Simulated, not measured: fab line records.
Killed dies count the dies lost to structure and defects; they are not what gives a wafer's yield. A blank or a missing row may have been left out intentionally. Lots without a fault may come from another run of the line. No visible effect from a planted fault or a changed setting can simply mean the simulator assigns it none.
A lot that was struck, set against a sound lot ; flow nand-harc ; 12 steps out of a route of 1302
Sound: wafers L894.2, L894.5, L894.6. Struck: wafers L891.1, L891.4, L891.5. The cause is named last.
Each step with rows lists, per side, the tool, then ch with its chambers, then its first start. Under that, the readings that differ: sound wafers ; struck wafers ; difference of the means ; sigmas: that difference in standard deviations of wafers without a fault.
alike: readings whose means differ by less than 2 such deviations, and words and numbers that are the same on both sides. not compared: withheld readings, readings that some wafer has no value for, bounds like >300 that may hide the same value, and numbers for which the record gives no deviation and whose values overlap.
A row with sigmas, a row that says differs or no value, or rows on one side alone: a step with any of these is where the two part. Numbers that don't overlap but have no deviation are shown without sigmas and don't part them. Lack of a reading on every wafer of one side parts them only where that side has two or more wafers.

NHARC_A_ZERO_WELL_INSPECT_17:
  sound on defect-inspect-02 at day 12 00:33; struck on defect-inspect-01 at day 11 00:43
  alike: raw-defect-count
then, 3 steps without rows for these wafers: NHARC_A_SOURCE_PLATE_PRECLEAN_00 (cleans in HF-LAST, time 60 s); NHARC_A_SOURCE_PLATE_SRD_01; NHARC_A_SOURCE_PLATE_OXIDE_02 (material SiO2, target thk 10 nm, ox time 1362 s).
NHARC_A_SOURCE_PLATE_THK_MEAS_09: measures by ellipsometry.
  sound on film-metro-01 at day 12 07:22; struck on film-metro-02 at day 11 08:04
  alike: thk-nm
then, 3 steps without rows for these wafers: NHARC_A_SOURCE_PLATE_PVD_04 (deposits WSi2, target thk 50 nm); NHARC_A_SOURCE_PLATE_CVD_03 (deposits poly-Si, target thk 200 nm, time 4000 s); NHARC_A_SOURCE_PLATE_ANNEAL_05 (time 1800 s).
NHARC_A_SOURCE_PLATE_THK_MEAS_06: measures by ellipsometry.
  sound on film-metro-01 at day 12 20:49; struck on film-metro-02 at day 11 20:34
  alike: thk-nm
NHARC_A_SOURCE_PLATE_INSPECT_08:
  sound on defect-inspect-02 at day 12 20:55; struck on defect-inspect-01 at day 11 20:40
  alike: raw-defect-count
NHARC_A_ONON_D1_DEP_00: target thk 1000 nm.
  struck on pecvd-onon-01, day 11 20:43; sound on pecvd-onon-03 ch 0, day 12 21:03
  no value came back on the struck wafers for n2-flow-sccm (sccm), n2o-flow-sccm (sccm); on the sound wafers n2-flow-sccm (sccm) reads 2754 2759 2754
-- the record jumps here: 17 days lie between the struck wafers' starts before and after (it left off in module A_ONON_D1 and takes up again in module END, whose first step shown is number 1302 of the route) --
NHARC_END_SORT_01:
  the record has rows for the struck wafers here (prober-02 ch 0, day 28 14:04) and none for the sound ones

== WHERE THEY PART ==
At NHARC_A_ONON_D1_DEP_00 first; at NHARC_END_SORT_01 last (within this record only).

WHY: what the simulator had put in
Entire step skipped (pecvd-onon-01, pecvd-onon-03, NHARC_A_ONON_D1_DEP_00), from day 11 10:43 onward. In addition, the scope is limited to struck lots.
